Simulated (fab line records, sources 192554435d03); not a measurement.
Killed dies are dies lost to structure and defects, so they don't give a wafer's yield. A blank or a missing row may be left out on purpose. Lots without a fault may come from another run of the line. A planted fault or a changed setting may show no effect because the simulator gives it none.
fab line records | flow n5_finfet
record lots=4 wafers=12 last_day=20
route steps=1938 shown HKMG_FIN@457 GATE_CUT@465 MOL_CONTACT_COAG@558 BEOL_M4@1111
lots that met no fault: from a run of the same line without faults
start_h: hours from the record's first day to the start of the lot's first wafer shown | wait_h: hours since the lot's step before | " the same as in the row above | L1.1+2: a row that stands for several wafers | - no value, or no start given | * or withheld: withheld | < > ~ a bound
route shown NAME@n: a module of which the file shows steps, and the number in the route of the first | usual: mean/standard deviation of fault-free wafers | same: alike in all rows | chamber/n: place in a boat | sites: the reading at each site | _std_site: their standard deviation | _edge_site: outer sites' mean less inner sites' | radius_mm: how far each site lies from the wafer's centre | mask NAME#n: copy n | behind: the tool/chamber that last shaped the wafer | hold: why the lot was held/for how many hours/how that ended | device: the transistor (n, p or np) that didn't switch | end of line: the same wafers' tests at the end of the route | a step without rows: its recipe alone | killed: dies lost to structure and defects at the first sort, not the wafer's yield | map: a wafer's dies, x killed, . not, _ none there
set.NAME: the setting as run; set.NAME@STEP: as run at that earlier step | model.NAME: the simulator's own value behind a step, which no gauge read
lots at some steps of the route; a table a step, a row a wafer
services: from which hour (start_h, from the record's first day; less than 0 if before it) a tool's chamber was out of use, for how many hours, and why
## steps
# step N5_HKMG_FIN_ALD_72
# recipe material=W target_thk_a=20 temp_c=300 pressure_torr=7.5 ald_precursor_family=WF6 ald_co_reactant=B2H6 pulse_time_s=1 purge_time_s=2 co_reactant_purge_time_s=2 co_reactant_pulse_time_s=3 ald_cycles=7
# step N5_HKMG_FIN_W_FILL_22
# recipe material=W target_thk_a=600 temp_c=400 pressure_torr=39.4 time_s=18.2
# step N5_HKMG_FIN_PRECLEAN_83
# recipe chemistry=DIW time_s=57.5 temp_c=23
# step N5_HKMG_FIN_SRD_84
# recipe dry_time_s=32 dry=n2_spin spin_rpm=1500
# step N5_HKMG_FIN_CMP_23
# recipe stop_on=SiNx t_overpolish_s=10 post_cmp_clean=rinse_only down_force_psi=4 platen_rpm=50.289 pad_velocity_m_s=1.0006 target_thk_nm=46.326
# step N5_HKMG_FIN_CMP_94
# recipe stop_on=SiNx post_cmp_clean=w_dilute_nh4oh t_overpolish_s=4.7 down_force_psi=4 platen_rpm=50.289 pad_velocity_m_s=1.0006 target_thk_nm=43.299
# step N5_GATE_CUT_ETCHBACK_00
# recipe chemistry=SF6/Cl2 target=W pressure_mtorr=8 icp_w=900 bias_w=80 SF6_flow_sccm=40 Cl2_flow_sccm=60
# step N5_GATE_CUT_ETCH_56
# recipe chemistry=Cl2/Ar target=TiN target_depth_a=216 pressure_mtorr=10 icp_w=600 bias_w=60 Cl2_flow_sccm=40 Ar_flow_sccm=60
# step N5_GATE_CUT_ETCHBACK_30
# recipe chemistry=Cl2/Ar target=TiN target_depth_a=30 mode=isotropic pressure_mtorr=10 icp_w=600 bias_w=60 Cl2_flow_sccm=40 Ar_flow_sccm=60
# step N5_GATE_CUT_VAPOR_ETCH_60
# recipe chemistry=BCl3/Cl2 target=HfO2 mode=isotropic
# step N5_GATE_CUT_ETCH_58
# recipe chemistry=CH3F/O2 target=SiNx target_depth_a=170 time_s=128.6 ion_energy_ev=50 pressure_mtorr=30 source_w=415 bias_w=21 Ar_flow_sccm=150 CH3F_flow_sccm=30 O2_flow_sccm=20
# usual CH3F_flow_sccm=30.01/0.097 O2_flow_sccm=20.00/0.065 drypump_motor_current_A=5.9/0.37 oes_product_au=0.81/0.087 rf_vpp_V=99.1/0.84 showerhead_plenum_p_Torr=2.00/0.059 throttle_valve_pct=16.29/0.18
# columns lot.wafer tool chamber start_h wait_h CH3F_flow_sccm O2_flow_sccm drypump_motor_current_A oes_product_au rf_hours_counter_h rf_vpp_V showerhead_plenum_p_Torr throttle_valve_pct model.SiNx_of_SDB_ALD_29.thk_nm model.SiO2_flowable_of_ILD0_FCVD_FILL_01.thk_nm
L853.1 rie_diel-03 3 141.39 0.0 29.98 20.09 6.2 0.82 83 98.3 1.94 16.10 24.6 118
L853.2 " 2 " " 30.20 20.03 5.9 0.86 41 97.5 2.04 16.20 24.4 117
L853.3 " 1 " " 30.01 20.07 5.2 0.70 209 99.1 2.06 16.17 24.6 117
L856.1 rie_diel-03 0 159.82 0.1 - - - - - - - - 27.2 119.6
L856.3 " 3 " " - - - - - - - - 27 119
L856.5 " 3 " " - - - - - - - - 27.2 120
L857.1 rie_diel-06 3 164.07 0.0 - - - - - - - - 27.2 117.4
L857.3 " 0 " " - - - - - - - - 27.2 117.8
L857.4 " 2 " " - - - - - - - - 27.4 117.2
L864.1 rie_diel-06 0 207.05 0.0 30.08 20.10 6.5 0.76 153 100.2 2.08 16.32 24.6 117.8
L864.2 " 2 " " 29.93 20.06 5.5 0.80 114 98.7 2.02 16.28 24.4 117.6
L864.3 " 1 " " 29.97 20.04 6.3 0.93 20 98.1 1.97 16.32 24.4 116.4
# step N5_GATE_CUT_STRIP_59
# recipe chemistry=N2/H2 time_s=20 power_w=100 temp_c=40 pressure_mtorr=100 rf_frequency_hz=6e+07 bias_power_w=3 n2_flow_sccm=300 h2_flow_sccm=300
# step N5_GATE_CUT_PRECLEAN_31
# recipe temp_c=23 chemistry=DIW time_s=300
# step N5_GATE_CUT_SRD_32
# recipe time_s=30 temp_c=23 rinse_liquid=diw dry=ipa_marangoni
# step N5_GATE_CUT_SAC_CAP_01
# recipe material=SiNx target_thk_a=240 temp_c=400 ald_precursor_family=SiH2I2 ald_co_reactant=N2/H2-plasma pulse_time_s=1 ald_cycles=480 purge_time_s=2 co_reactant_purge_time_s=2 pressure_torr=2
# step N5_GATE_CUT_PECVD_57
# recipe material=SiNx target_thk_a=210 temp_c=400 precursor=SiH4/NH3/N2 pressure_torr=1.5 rf_w=300
# step N5_GATE_CUT_CMP_02
# recipe stop_on=SiO2 t_overpolish_s=12.7 post_cmp_clean=alkaline_brush down_force_psi=2.5 platen_rpm=51.8 pad_velocity_m_s=1.0307 target_thk_nm=0
# step N5_GATE_CUT_HM_DEP_46
# recipe material=SiO2 target_thk_a=1300 temp_c=400 precursor=TEOS/O2 pressure_torr=6.5 rf_w=900 teos_flow_sccm=161.4 gas=O2 flow_sccm=2650 time_s=26.6
# step N5_GATE_CUT_COAT_34
# recipe resist=SOC temp_c=250 time_s=60 spin_rpm=1500 resist_thk_nm=60
# step N5_GATE_CUT_COAT_35
# recipe resist=SiARC temp_c=220 time_s=60 spin_rpm=1500 resist_thk_nm=10
# step N5_GATE_CUT_COAT_27
# recipe resist=underlayer temp_c=205 time_s=60 spin_rpm=1500 resist_thk_nm=10
# step N5_GATE_CUT_COAT_07
# recipe resist=CAR-EUV spin_rpm=1500 resist_thk_nm=30
# step N5_GATE_CUT_EBR_09
# recipe solvent=PGMEA ebr_width_mm=1.5
# step N5_GATE_CUT_SOFTBAKE_08
# recipe temp_c=110 time_s=60 resist=CAR-EUV
# step N5_GATE_CUT_EXPOSE_10
# recipe mask_id=GATE_CUT na=0.33 source_shape=annular sigma_inner=0.35 sigma_outer=0.8 polarization=unpolarized target_cd_nm=20 dose_mj=43.25
# step N5_GATE_CUT_PEB_11
# recipe peb_temp_c=100 peb_time_s=60 resist=CAR-EUV
# step N5_GATE_CUT_DEVELOP_12
# recipe develop_time_s=30 developer=TMAH resist=CAR-EUV rinse_liquid=surfactant_rinse dry=air_spin dev_temp_c=23
# step N5_GATE_CUT_DESCUM_18
# recipe chemistry=O2 time_s=7 source_power_w=50 bias_power_w=20 pressure_mtorr=20 rf_frequency_hz=2.712e+07 temp_c=40 resist=CAR-EUV o2_flow_sccm=225
# step N5_GATE_CUT_ETCH_28
# recipe chemistry=N2/H2 target=underlayer target_depth_a=130 mask_material=CAR-EUV time_s=10.4 ion_energy_ev=200 pressure_mtorr=30 source_w=840 bias_w=150 n2_flow_sccm=200 h2_flow_sccm=200 ends=cleared
# step N5_GATE_CUT_ETCH_36
# recipe chemistry=CF4 target=SiARC target_depth_a=130 mask_material=CAR-EUV time_s=21.7 ion_energy_ev=80 pressure_mtorr=40 source_w=545 bias_w=36 Ar_flow_sccm=100 cf4_flow_sccm=100 ends=cleared
# step N5_GATE_CUT_ETCH_37
# recipe chemistry=N2/H2 target=SOC target_depth_a=600 overetch_a=120 mask_material=SiARC temp_c=40 time_s=90 ion_energy_ev=200 pressure_mtorr=30 source_w=840 bias_w=150 n2_flow_sccm=200 h2_flow_sccm=200
# step N5_GATE_CUT_STRIP_38
# recipe chemistry=N2/H2 temp_c=40 n2_flow_sccm=200 h2_flow_sccm=200 rf_frequency_hz=6e+07
# step N5_GATE_CUT_STRIP_39
# recipe chemistry=N2/H2 temp_c=40 n2_flow_sccm=200 h2_flow_sccm=200 rf_frequency_hz=6e+07
# step N5_GATE_CUT_HM_OPEN_40
# recipe chemistry=C4F6/O2 target=SiO2 mask_material=SiARC target_depth_a=1390 time_s=85.1 ion_energy_ev=250 pressure_mtorr=30 source_w=345 bias_w=185 Ar_flow_sccm=300 C4F6_flow_sccm=10 O2_flow_sccm=10 ends=cleared
# step N5_GATE_CUT_STRIP_41
# recipe chemistry=CF4 resist=SiARC power_w=300 bias_power_w=75 pressure_mtorr=50 cf4_flow_sccm=150 rf_frequency_hz=6e+07
# step N5_GATE_CUT_STRIP_42
# recipe chemistry=O2 power_w=400 temp_c=40 pressure_mtorr=30 rf_frequency_hz=6e+07 bias_power_w=0 overash_fraction=0.3 o2_flow_sccm=225
# step N5_MOL_CONTACT_COAG_WET_ETCH_116
# recipe chemistry=SC1-inhibited target_depth_nm=4.6 dry=ipa_marangoni rinse_time_s=30 rinse_temp_c=23
# usual rinse_temp_c=23.01/0.1
# same rinse_time_s=30
# columns lot.wafer tool chamber start_h wait_h rinse_temp_c model.SiO2_flowable_of_ILD0_FCVD_FILL_01.thk_nm
L853.1 wet_bench-06 0 155.96 0.0 23.10 112.8
L853.2 " 1 " " 22.90 112
L853.3 " 2 " " 23.07 112
L856.1 wet_bench-05 0 174.59 0.0 23.09 114.4
L856.3 " 5 " " 23.08 113.8
L856.5 " 2 " " 22.98 114.8
L857.1 wet_bench-06 3 177.12 0.0 23.21 112.4
L857.3 " 4 " " 22.82 112.8
L857.4 " 6 " " 22.83 112.2
L864.1 wet_bench-05 4 219.57 0.0 23.10 112.6
L864.2 " 1 " " 22.94 112.6
L864.3 " 0 " " 22.90 111.4
# step N5_BEOL_M4_RC_MEAS_101
# usual DIBL_N=36.3/1.1 DIBL_P=36.3/1.4 IOFF_N=0.155/0.019 IOFF_P=0.211/0.027 ION_N=672/8.5 ION_P=462/5.8 SS_N=71.5/0.56 SS_P=73.3/0.52 VT_N=249.9/2.5 VT_P=-249.8/2.8
# columns lot.wafer tool chamber start_h wait_h DIBL_N[mV/V] DIBL_P[mV/V] IOFF_N[nA/um] IOFF_P[nA/um] ION_N[uA/um] ION_P[uA/um] SS_N[mV/dec] SS_P[mV/dec] VT_N[mV] VT_P[mV]
L853.1 prober-02 0 322.10 0.0 36.6 36.0 0.145 0.200 665 456 70.6 73.8 250.4 -251.5
L853.2 " 0 " " 37.0 36.2 0.150 0.203 672 461 71.5 73.3 250.7 -250.7
L853.3 " 0 " " 38.3 37.2 0.163 0.214 676 461 71.0 73.1 247.3 -252.3
L856.1 prober-01 0 346.49 0.0 37.2 38.0 0.160 0.261 667 461 72.4 74.0 251.0 -245.5
L856.3 " 0 " " 37.6 37.7 0.167 0.255 670 464 72.8 73.9 249.2 -244.0
L856.5 " 0 " " 37.1 35.7 0.153 0.217 664 457 73.1 73.4 250.6 -251.0
L857.1 prober-02 0 354.88 0.0 35.3 34.7 0.149 0.230 675 468 71.3 72.3 248.8 -244.9
L857.3 " 0 " " 34.4 33.6 0.127 0.205 668 465 71.0 73.2 250.5 -245.8
L857.4 " 0 " " 37.8 37.0 0.181 0.268 672 468 72.1 74.3 245.3 -246.3
L864.1 prober-01 0 368.20 0.0 37.3 39.4 0.209 0.284 680 470 72.2 73.1 247.2 -244.7
L864.2 " 0 " " 36.1 38.4 0.178 0.258 674 465 71.7 73.7 249.4 -248.1
L864.3 " 0 " " 35.0 37.1 0.165 0.238 675 470 71.0 73.3 247.5 -246.2
## services
# columns tool chamber start_h hours kind
rie_diel-06 1 123.02 - clean
rie_diel-06 1 123.02 - consumable_replace:focus_ring
rie_diel-06 1 123.02 17.3 scheduled_down
rie_diel-06 1 123.02 17.3 vent_cycle
rie_diel-03 0 125.34 6.0 repair
wet_bench-06 - 219.16 1.9 pm
## key
first_sign step=N5_GATE_CUT_ETCH_58 reading=tool_record direction=missing
effect none on later readings
model_effect step=N5_GATE_CUT_ETCH_58 value=SiNx_of_SDB_ALD_29.thk_nm without=24.6 struck=27.2
model_effect step=N5_MOL_CONTACT_COAG_WET_ETCH_116 value=SiO2_flowable_of_ILD0_FCVD_FILL_01.thk_nm without=112.1 struck=113.4
met_at N5_GATE_CUT_ETCH_58
struck_wafers L856.1,L856.3,L856.5,L857.1,L857.3,L857.4
onset_between 141.39 159.82
fault kind=skipped_step_whole tool=rie_diel-03,rie_diel-06 chamber=- onset_h=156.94 steps=N5_GATE_CUT_ETCH_58 scope=struck_lots_only
